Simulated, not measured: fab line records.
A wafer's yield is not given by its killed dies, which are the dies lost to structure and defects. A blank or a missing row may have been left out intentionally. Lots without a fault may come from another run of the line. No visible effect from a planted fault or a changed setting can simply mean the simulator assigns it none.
Chamber matching ; flow n5 finfet ; rie diel-04 running N5_BEOL_M1_ETCH_69: 4 sister chambers
The step etches SiARC in CF4, target depth 15.6 nm, time 26 s. 4 wafers are shown with their chamber, then 7 later ones without.

## EACH WAFER AND ITS CHAMBER
wafer;chamber;drypump motor current A (A)
L084.6;3;6.0
L085.6;1;5.4
L087.1;0;6.3
L087.4;2;4.7

## WAFERS MISSING THEIR CHAMBER
wafer;drypump motor current A (A)
L087.5;5.4
L088.2;4.8
L088.3;5.3
L088.5;5.3
L097.1;4.8
L097.3;5.4
L097.6;6.0

## WHICH CHAMBER EACH ONE RAN IN
wafer;from the rows above;in truth
L087.5;1;1
L088.2;2;2
L088.3;1;1
L088.5;1;1
L097.1;2;2
L097.3;1;1
L097.6;3;3
7 of 7 placed correctly. Can't be placed from these rows: 0. 0 placed wrongly.
How it was worked out, from the rows above alone: a wafer's distance from a chamber is the root of the sum, over the readings, of the square of ((its reading less the chamber's mean) divided by the reading's scatter). If the next closest chamber is less than 2 further off than the closest, the wafer can't be placed; otherwise it belongs to the closest. For every chamber, the mean is computed from those of its wafers that are shown. The scatter: root of mean squared gap, hidden wafer to nearest shown wafer, with one shown wafer a chamber.
